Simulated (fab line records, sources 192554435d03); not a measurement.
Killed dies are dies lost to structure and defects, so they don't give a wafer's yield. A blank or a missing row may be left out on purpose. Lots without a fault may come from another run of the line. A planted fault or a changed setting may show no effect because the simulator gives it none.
fab line records | flow n5_finfet
record lots=10 wafers=29 last_day=20
route steps=1938 shown BEOL_M4@1111 BEOL_M13@1699 BEOL_M14@1717 PASSIVATION@1936
lots that met no fault: from a run of the same line without faults
start_h: hours from the record's first day to the start of the lot's first wafer shown | wait_h: hours since the lot's step before | " the same as in the row above | L1.1+2: a row that stands for several wafers | - no value, or no start given | * or withheld: withheld | < > ~ a bound
route shown NAME@n: a module of which the file shows steps, and the number in the route of the first | usual: mean/standard deviation of fault-free wafers | same: alike in all rows | chamber/n: place in a boat | sites: the reading at each site | _std_site: their standard deviation | _edge_site: outer sites' mean less inner sites' | radius_mm: how far each site lies from the wafer's centre | mask NAME#n: copy n | behind: the tool/chamber that last shaped the wafer | hold: why the lot was held/for how many hours/how that ended | device: the transistor (n, p or np) that didn't switch | end of line: the same wafers' tests at the end of the route | a step without rows: its recipe alone | killed: dies lost to structure and defects at the first sort, not the wafer's yield | map: a wafer's dies, x killed, . not, _ none there
set.NAME: the setting as run; set.NAME@STEP: as run at that earlier step | model.NAME: the simulator's own value behind a step, which no gauge read
steps of the route over a sample of lots; a table a step, a row a wafer
services: from which hour (start_h, from the record's first day; less than 0 if before it) a tool's chamber was out of use, for how many hours, and why
## steps
# step N5_BEOL_M4_RC_MEAS_101
# usual DIBL_N=36.5/2.1 DIBL_P=36.6/2.6 IOFF_N=0.17/0.044 IOFF_P=0.21/0.048 ION_N=674/17 ION_P=462/9.5 SS_N=71.6/0.77 SS_P=73.5/0.72 VT_N=250/4.2 VT_P=-250/3.9
# columns lot.wafer tool chamber start_h wait_h DIBL_N[mV/V] DIBL_P[mV/V] IOFF_N[nA/um] IOFF_P[nA/um] ION_N[uA/um] ION_P[uA/um] SS_N[mV/dec] SS_P[mV/dec] VT_N[mV] VT_P[mV]
L664.2 prober-02 0 194.37 0.2 36.8 36.2 0.19 0.25 686 468 71.4 74.0 246 -245
L664.3 " 0 " " 34.5 33.7 0.15 0.22 673 466 71.3 73.4 252 -247
L664.5 " 0 " " 35.9 34.8 0.18 0.22 683 469 71.5 73.4 245 -249
L668.1 prober-01 0 222.07 0.0 41.7 40.4 0.31 0.35 707 476 73.8 74.9 241 -242
L668.3 " 0 " " 34.2 32.3 0.13 0.19 678 467 70.7 72.7 251 -250
L668.6 " 0 " " 40.5 40.5 0.29 0.34 703 475 72.2 74.8 241 -243
L669.1 prober-02 0 236.60 0.0 34.7 35.1 0.13 0.16 675 459 70.9 73.1 255 -254
L669.4 " 0 " " 36.8 38.1 0.17 0.21 687 468 71.0 73.9 249 -252
L669.6 " 0 " " 32.4 33.0 0.10 0.15 657 460 70.7 71.7 254 -254
L678.1 prober-02 0 277.93 0.0 34.3 33.9 0.12 0.15 659 451 71.0 73.1 258 -258
L678.2 " 0 " " 36.0 37.2 0.16 0.21 688 466 71.6 73.3 249 -253
L678.6 " 0 " " 36.1 37.2 0.15 0.21 662 455 71.7 74.1 251 -253
L677.1 prober-01 0 288.22 0.0 38.7 38.6 0.21 0.25 703 473 71.7 74.1 243 -249
L677.2 " 0 " " 38.1 38.9 0.21 0.25 696 480 71.5 73.7 244 -248
L677.4 " 0 " " 36.4 36.6 0.16 0.21 677 455 70.9 73.3 248 -250
L683.3 prober-01 0 317.52 0.3 36.3 36.1 0.14 0.17 664 456 72.5 73.6 254 -256
L683.6 " 0 " " 35.6 35.6 0.12 0.15 648 443 71.6 73.0 254 -259
L684.4 prober-01 0 331.73 0.5 37.5 38.9 0.19 0.24 684 467 71.8 73.3 248 -251
L684.5 " 0 " " 36.8 37.7 0.17 0.23 680 472 72.5 73.1 249 -248
L684.6 " 0 " " 38.7 40.5 0.22 0.26 683 461 72.5 73.6 247 -246
L686.2 prober-02 0 339.48 0.2 34.4 33.6 0.13 0.17 667 457 70.5 72.3 250 -251
L686.3 " 0 " " 36.6 36.6 0.17 0.22 691 472 71.7 73.8 249 -248
L686.4 " 0 " " 37.4 37.9 0.18 0.24 679 468 71.6 73.5 250 -246
L685.2 prober-02 0 346.14 0.2 36.3 37.5 0.18 0.28 697 485 72.9 73.5 248 -246
L685.4 " 0 " " 37.3 39.0 0.22 0.31 695 473 72.6 73.7 246 -241
L685.5 " 0 " " 34.7 33.1 0.14 0.19 648 451 72.8 72.3 257 -251
L687.1 prober-01 0 349.42 0.0 34.9 36.2 0.12 0.17 664 459 71.3 73.3 257 -256
L687.4 " 0 " " 37.3 38.6 0.16 0.21 671 469 71.8 74.0 252 -251
L687.6 " 0 " " 35.3 35.4 0.13 0.16 666 453 71.5 72.8 255 -258
# step N5_BEOL_M13_STRIP_37
# recipe chemistry=N2/H2 power_w=1000 temp_c=250 h2_frac=0.65 overash_fraction=0.3 pressure_mtorr=withheld n2_flow_sccm=1750 h2_flow_sccm=3250
# usual drypump_motor_current_A=6.08/0.17 h2_flow_sccm=3250/8.6 heater_power_w=319/23 oes_product_au=0.784/0.011
# columns lot.wafer tool chamber start_h wait_h drypump_motor_current_A h2_flow_sccm heater_power_w oes_product_au rf_hours_counter_h
L664.2 plasma_asher-02 0 270.87 0.0 6.18 3243 309 0.783 125
L664.3 " 0 " " 6.19 3246 312 0.765 -
L664.5 " 1 " " 5.75 3244 338 0.776 -
L668.1 plasma_asher-01 1 295.11 0.0 6.26 3266 324 0.787 79
L668.3 " 0 " " 6.11 3255 285 0.802 -
L668.6 " 1 " " 6.25 3259 327 0.788 -
L669.1 plasma_asher-02 0 310.25 0.0 6.20 3251 318 0.765 133
L669.4 " 1 " " 5.77 3257 351 0.776 -
L669.6 " 1 " " 5.77 3258 350 0.795 -
L678.1 plasma_asher-01 1 359.55 0.0 6.16 3260 333 0.791 92
L678.2 " 0 " " 6.11 3249 300 0.798 92
L678.6 " 0 " " 6.11 3239 287 0.782 -
L677.1 plasma_asher-02 0 365.94 0.0 6.17 3241 318 0.792 143
L677.2 " 1 " " 5.80 3246 342 0.804 143
L677.4 " 1 " " 5.77 3244 351 0.774 -
L683.3 plasma_asher-02 1 398.55 0.1 5.78 3235 357 0.804 -
L683.6 " 1 " " 5.76 3245 348 0.794 -
L684.4 plasma_asher-02 1 419.67 0.1 5.79 3250 353 0.771 -
L684.5 " 0 " " 6.17 3236 312 0.787 -
L684.6 " 1 " " 5.81 3243 355 0.790 -
L686.2 plasma_asher-01 1 426.97 0.0 6.22 3259 338 0.799 104
L686.3 " 0 " " 6.07 3242 289 0.782 -
L686.4 " 1 " " 6.23 3242 332 0.783 -
L687.1 plasma_asher-01 0 429.81 0.0 6.09 3244 294 0.769 104
L687.4 " 1 " " 6.26 3245 324 0.776 -
L687.6 " 1 " " 6.28 3248 338 0.783 -
L685.2 plasma_asher-01 0 451.16 0.0 6.08 3253 298 0.758 107
L685.4 " 0 " " 6.09 3273 290 0.782 -
L685.5 " 1 " " 6.23 3255 326 0.784 -
# step N5_BEOL_M13_SPUTTER_44
# recipe material=Ta target_thk_a=100 temp_c=50 bias_v=80 power_w=15000 chamber_pressure_pa=0.07 time_s=16.13
# usual throttle_valve_pct=29.6/0.83
# columns lot.wafer tool chamber start_h wait_h throttle_valve_pct
L664.2 pvd_sputter-02 - 272.42 0.0 29.0
L664.3 " - " " 29.9
L664.5 " - " " 29.7
L668.1 pvd_sputter-02 - 296.60 0.0 28.9
L668.3 " - " " 29.4
L668.6 " - " " 29.7
L669.1 pvd_sputter-03 - 318.93 0.0 28.7
L669.4 " - " " 29.8
L669.6 " - " " 31.1
L678.1 pvd_sputter-01 - 363.11 0.0 30.6
L678.2 " - " " 30.4
L678.6 " - " " 30.4
L677.1 pvd_sputter-03 - 368.34 0.0 29.8
L677.2 " - " " 28.9
L677.4 " - " " 28.9
L683.3 pvd_sputter-03 - 402.11 0.0 29.4
L683.6 " - " " 29.2
L684.4 pvd_sputter-03 - 420.94 0.0 29.2
L684.5 " - " " 30.0
L684.6 " - " " 31.3
L686.2 pvd_sputter-03 - 448.24 0.0 29.7
L686.3 " - " " 29.1
L686.4 " - " " 31.4
L687.1 pvd_sputter-02 - 448.81 0.0 28.8
L687.4 " - " " 30.2
L687.6 " - " " 29.1
L685.2 pvd_sputter-02 - 457.06 0.0 30.2
L685.4 " - " " 29.5
L685.5 " - " " 29.4
# step N5_BEOL_M13_DEP_53
# recipe material=SiCN target_thk_a=500 temp_c=withheld precursor=3MS/NH3 pressure_torr=3 rf_w=675 time_s=17.8
# usual chamber_pressure_Torr=3.000/0.0067 rf_fwd_power_W=667/3.4 showerhead_plenum_p_Torr=4.166/0.019 throttle_valve_pct=18.4/1.3
# columns lot.wafer tool chamber start_h wait_h chamber_pressure_Torr rf_fwd_power_W showerhead_plenum_p_Torr since_wet_clean_h throttle_valve_pct
L664.2 pecvd-03 2 273.43 0.0 3.001 663 4.135 221 17.9
L664.3 " 1 " " 2.995 661 4.185 1702 17.1
L664.5 " 0 " " 3.000 666 4.188 - 21.1
L668.1 pecvd-03 1 297.73 0.0 3.008 666 4.186 1727 17.1
L668.3 " 1 " " 3.005 665 4.187 - 17.2
L668.6 " 1 " " 3.007 663 4.192 - 17.6
L669.1 pecvd-01 1 320.19 0.0 2.994 666 4.153 1930 18.0
L669.4 " 0 " " 2.995 672 4.166 - 18.9
L669.6 " 2 " " 2.998 673 4.153 - 17.2
L678.1 pecvd-03 2 364.12 0.0 - - - - -
L678.2 " 0 " " - - - - -
L678.6 " 2 " " - - - - -
L677.1 pecvd-03 0 369.36 0.0 - - - - -
L677.2 " 1 " " - - - - -
L677.4 " 2 " " - - - - -
L683.3 pecvd-01 0 403.14 0.0 2.998 669 4.149 1288 19.2
L683.6 " 1 " " 2.999 668 4.161 - 18.2
L684.4 pecvd-03 2 421.98 0.0 3.003 665 4.130 - 18.3
L684.5 " 1 " " 2.999 666 4.188 - 17.3
L684.6 " 0 " " 3.000 667 4.187 - 21.1
L686.2 pecvd-01 1 449.39 0.0 2.993 665 4.154 2060 18.3
L686.3 " 0 " " 3.004 671 4.150 1335 19.0
L686.4 " 1 " " 2.998 666 4.151 - 18.3
L687.1 pecvd-01 2 449.83 0.0 2.997 671 4.161 561 17.5
L687.4 " 0 " " 2.994 673 4.155 - 18.9
L687.6 " 2 " " 3.009 667 4.160 - 17.8
L685.2 pecvd-03 2 458.07 0.0 2.992 664 4.138 405 18.3
L685.4 " 1 " " 3.000 665 4.186 - 17.5
L685.5 " 2 " " 2.996 665 4.134 - 18.2
# step N5_BEOL_M14_THK_MEAS_01
# recipe reads=SiO2_of_BEOL_M14_ILD_DEP_00
# usual M14_ILD_THK=1119/13
# columns lot.wafer tool chamber start_h wait_h M14_ILD_THK[nm]
L664.2 film_metro-02 - 273.75 0.1 1115
L664.3 " - " " 1122
L664.5 " - " " 1140
L668.1 film_metro-02 - 298.11 0.1 1122
L668.3 " - " " 1122
L668.6 " - " " 1129
L669.1 film_metro-02 - 320.51 0.1 1104
L669.4 " - " " 1125
L669.6 " - " " 1137
L683.3 film_metro-02 - 403.53 0.1 1101
L683.6 " - " " 1094
L684.4 film_metro-02 - 422.29 0.0 1130
L684.5 " - " " 1115
L684.6 " - " " 1135
L686.2 film_metro-01 - 449.71 0.1 1100
L686.3 " - " " 1089
L686.4 " - " " 1123
L687.1 film_metro-01 - 450.15 0.1 1115
L687.4 " - " " 1122
L687.6 " - " " 1151
L685.2 film_metro-02 - 458.39 0.1 1126
L685.4 " - " " 1144
L685.5 " - " " 1138
# step N5_PASSIVATION_PROBE_49
# usual defect_limited_yield=91.2/1.5 killed_at_M0_to_M3=36/10 killed_at_M4_up=14/5.2 killed_at_contacts=12/6 killed_at_front_end=37/10 killed_at_other=4/3.3 killed_dies=104/18 killed_on_rim=14/4.1 killed_open=68/14 killed_short=34/7.4 sort_bin_4_leakage=0.01/0.04 sort_bin_5_function=5.2/1 sort_bin_6_memory=3.3/0.7 sort_n_pass=1076/18 sort_yield_pct=91.2/1.5
# same gross_dies=1180 killed_at_back_side=0 sort_bin_8_speed[%]=0
# columns lot.wafer tool chamber start_h wait_h defect_limited_yield[%] killed_at_M0_to_M3 killed_at_M4_up killed_at_contacts killed_at_front_end killed_at_other killed_dies killed_on_rim killed_open killed_short sort_bin_4_leakage[%] sort_bin_5_function[%] sort_bin_6_memory[%] sort_n_pass sort_yield_pct[%]
L668.1 prober-02 - 331.91 0.0 91.5 22 15 8 50 5 100 16 70 30 0.25 5.4 3.0 1077 91.3
L669.1 prober-01 - 344.30 0.0 90.2 53 14 14 30 5 116 17 85 29 0 5.9 3.4 1064 90.2
L669.4 prober-01 - 344.45 0.2 90.1 27 25 29 31 5 117 13 77 33 0 5.3 3.6 1063 90.1
L669.6 prober-01 - 344.55 0.3 88.3 56 18 23 41 0 138 15 96 40 0 7.4 3.9 1042 88.3
L678.1 prober-01 - 400.51 0.0 0 42 1065 10 61 2 1180 152 77 52 0 95.5 4.2 0 0
L678.2 prober-01 - 400.56 0.1 0 29 1101 7 41 2 1180 152 55 36 0 97.3 2.4 0 0
L678.6 prober-01 - 400.76 0.3 0 44 1072 11 52 1 1180 152 71 45 0 96.2 3.2 0 0
L677.1 prober-01 - 401.20 0.0 0 41 1099 2 34 4 1180 152 67 29 0 96.7 3.1 0 0
L677.2 prober-01 - 401.25 0.1 0 33 1099 9 35 4 1180 152 67 33 0 96.0 3.8 0 0
L677.4 prober-01 - 401.35 0.2 0 24 1117 9 27 3 1180 152 48 24 0 97.0 2.8 0 0
L684.4 prober-02 - 460.19 0.2 93.1 42 10 7 22 0 81 8 54 26 0 4.4 2.1 1099 93.1
L684.5 prober-02 - 460.24 0.2 92.7 42 10 6 27 1 86 6 55 30 0 4.4 2.6 1094 92.7
L684.6 prober-02 - 460.29 0.3 91.3 54 9 16 23 1 103 17 72 30 0 4.3 4.3 1077 91.3
L685.2 prober-02 - 488.71 0.1 90.4 50 12 18 30 3 113 13 75 38 0 5.3 3.8 1067 90.4
L685.4 prober-02 - 488.81 0.2 91.3 35 19 13 28 8 103 14 65 36 0 4.6 3.7 1077 91.3
L685.5 prober-02 - 488.86 0.2 91.4 52 10 14 19 6 101 15 61 40 0 5.7 2.5 1079 91.4
# killed by level:class
L668.1 FIN_SAQP:geometric_particle:open=14 STI_FIN_REVEAL:geometric_particle:open=11 MOL_CONTACT_COAG:geometric_particle:open=7 BEOL_M0_SAQP:geometric_particle:open=7 BEOL_M4:geometric_particle:open=6 FIN_SAQP:geometric_particle:short=5 ILD0:geometric_particle:short=4 BEOL_M0_SAQP:geometric_particle:short=4
L669.1 BEOL_M3:geometric_particle:open=15 MOL_CONTACT_COAG:geometric_particle:open=14 DUMMY_GATE:geometric_particle:open=10 BEOL_M0_SAQP:geometric_particle:open=9 BEOL_M0_SAQP:geometric_particle:short=9 BEOL_M2:geometric_particle:open=8 BEOL_M4:geometric_particle:open=7 BEOL_M1:geometric_particle:open=4
L669.4 MOL_CONTACT_COAG:geometric_particle:open=21 BEOL_M3:geometric_particle:open=9 MOL_CONTACT_COAG:geometric_particle:short=8 BEOL_M4:geometric_particle:open=8 FIN_SAQP:geometric_particle:open=6 BEOL_M0_SAQP:geometric_particle:open=5 HKMG_FIN:area_etch=5 GATE_CUT:geometric_particle:open=4
L669.6 MOL_CONTACT_COAG:geometric_particle:open=17 BEOL_M0_SAQP:geometric_particle:open=13 FIN_SAQP:geometric_particle:open=11 BEOL_M1:geometric_particle:open=11 BEOL_M0_SAQP:geometric_particle:short=11 BEOL_M2:geometric_particle:open=9 BEOL_M3:geometric_particle:open=8 FIN_SAQP:geometric_particle:short=7
L678.1 BEOL_M13:area_dep=1051 STI_FIN_REVEAL:geometric_particle:open=13 BEOL_M0_SAQP:geometric_particle:open=10 BEOL_M0_SAQP:geometric_particle:short=8 FIN_SAQP:geometric_particle:open=7 FIN_SAQP:geometric_particle:short=7 MOL_CONTACT_COAG:geometric_particle:open=7 STI_FIN_REVEAL:geometric_particle:short=6
L678.2 BEOL_M13:area_dep=1089 FIN_SAQP:geometric_particle:open=9 BEOL_M1:geometric_particle:open=9 GATE_CUT:geometric_particle:short=7 MOL_CONTACT_COAG:geometric_particle:open=7 FIN_SAQP:geometric_particle:short=6 BEOL_M2:geometric_particle:open=5 BEOL_M1:geometric_particle:short=5
L678.6 BEOL_M13:area_dep=1063 FIN_SAQP:geometric_particle:open=16 FIN_SAQP:geometric_particle:short=14 BEOL_M1:geometric_particle:open=14 BEOL_M0_SAQP:geometric_particle:short=9 DUMMY_GATE:geometric_particle:open=8 MOL_CONTACT_COAG:geometric_particle:open=7 BEOL_M2:geometric_particle:open=7
L677.1 BEOL_M13:area_dep=1084 BEOL_M0_SAQP:geometric_particle:short=14 STI_FIN_REVEAL:geometric_particle:open=10 BEOL_M3:geometric_particle:open=10 FIN_SAQP:geometric_particle:open=7 BEOL_M0_SAQP:geometric_particle:open=7 BEOL_M4:geometric_particle:open=6 FIN_SAQP:geometric_particle:short=4
L677.2 BEOL_M13:area_dep=1077 BEOL_M4:geometric_particle:open=13 BEOL_M0_SAQP:geometric_particle:open=12 MOL_CONTACT_COAG:geometric_particle:open=9 STI_FIN_REVEAL:geometric_particle:open=8 BEOL_M0_SAQP:geometric_particle:short=7 FIN_SAQP:geometric_particle:short=6 FIN_SAQP:geometric_particle:open=5
L677.4 BEOL_M13:area_dep=1106 BEOL_M0_SAQP:geometric_particle:open=9 FIN_SAQP:geometric_particle:open=7 MOL_CONTACT_COAG:geometric_particle:open=7 BEOL_M0_SAQP:geometric_particle:short=6 BEOL_M0:geometric_particle:open=4 STARTING-WAFER:geometric_particle:short=4 GATE_CUT:geometric_particle:open=3
L684.4 BEOL_M3:geometric_particle:open=8 BEOL_M3:geometric_particle:short=7 BEOL_M1:geometric_particle:open=7 BEOL_M0_SAQP:geometric_particle:open=6 MOL_CONTACT_COAG:geometric_particle:open=6 BEOL_M2:geometric_particle:open=6 BEOL_M1:geometric_particle:short=5 FIN_SAQP:geometric_particle:open=4
L684.5 BEOL_M3:geometric_particle:open=14 BEOL_M1:geometric_particle:open=9 MOL_CONTACT_COAG:geometric_particle:open=6 BEOL_M0_SAQP:geometric_particle:short=6 FIN_SAQP:geometric_particle:open=5 GATE_CUT:geometric_particle:short=5 BEOL_M0_SAQP:geometric_particle:open=5 ILD0:geometric_particle:short=4
L684.6 MOL_CONTACT_COAG:geometric_particle:open=14 BEOL_M3:geometric_particle:open=13 BEOL_M0_SAQP:geometric_particle:open=10 BEOL_M0_SAQP:geometric_particle:short=9 BEOL_M2:geometric_particle:open=9 BEOL_M1:geometric_particle:open=5 GATE_CUT:geometric_particle:short=4 BEOL_M3:geometric_particle:short=4
L685.2 MOL_CONTACT_COAG:geometric_particle:open=15 FIN_SAQP:geometric_particle:short=12 BEOL_M0_SAQP:geometric_particle:short=12 BEOL_M0_SAQP:geometric_particle:open=11 BEOL_M2:geometric_particle:open=9 BEOL_M1:geometric_particle:open=7 FIN_SAQP:geometric_particle:open=6 BEOL_M0:geometric_particle:open=5
L685.4 MOL_CONTACT_COAG:geometric_particle:open=12 FIN_SAQP:geometric_particle:short=10 BEOL_M0_SAQP:geometric_particle:open=10 BEOL_M2:geometric_particle:open=8 BEOL_M4:geometric_particle:open=5 BEOL_M0_SAQP:geometric_particle:short=4 BEOL_M4:geometric_particle:short=4 MIM_TOP_ETCH:geometric_particle:short=4
L685.5 MOL_CONTACT_COAG:geometric_particle:open=12 BEOL_M0_SAQP:geometric_particle:short=10 BEOL_M0_SAQP:geometric_particle:open=10 BEOL_M2:geometric_particle:open=10 GATE_CUT:geometric_particle:short=5 BEOL_M0:geometric_particle:open=5 BEOL_M1:geometric_particle:short=4 BEOL_M3:geometric_particle:open=4
## services
# columns tool chamber start_h hours kind
plasma_asher-01 - 253.10 5.2 repair
pecvd-03 - 255.03 14.6 pm
pecvd-03 0 280.98 5.5 scheduled_down
pecvd-01 - 295.80 14.6 pm
pecvd-03 0 307.10 28.4 repair
pecvd-01 1 366.46 4.7 repair
pecvd-03 1 373.44 2.1 scheduled_down
pvd_sputter-01 - 393.50 73.0 repair
pecvd-01 - 413.47 2.8 pm
pecvd-01 - 423.46 1.5 repair
pvd_sputter-02 - 431.19 14.6 repair
pecvd-03 0 434.11 16.5 scheduled_down
pecvd-03 1 440.96 16.0 repair
plasma_asher-01 - 447.30 2.8 pm
## key
first_sign step=N5_BEOL_M13_DEP_53 reading=tool_record direction=missing
effect step=N5_PASSIVATION_PROBE_49 reading=killed_at_M4_up direction=up sigmas=99+ usual=14 struck=1092
more_kills_born_at N5_BEOL_M13_DEP_53@pecvd-03=6470
met_at N5_BEOL_M13_DEP_53
struck_lots L677,L678
later_rows_left_out L677.1,L677.2,L677.4,L678.1,L678.2,L678.6
not_acting_at N5_BEOL_M13_STRIP_37,N5_BEOL_M13_SPUTTER_44,N5_BEOL_M14_THK_MEAS_01
onset_between 297.73 364.12
fault kind=skipped_step_whole tool=pecvd-03 chamber=- onset_h=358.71 steps=N5_BEOL_M13_DEP_53 scope=struck_lots_only
# later_rows_left_out: the simulator's readings of these wafers behind a module that went badly wrong aren't trusted and aren't shown, but for the sort
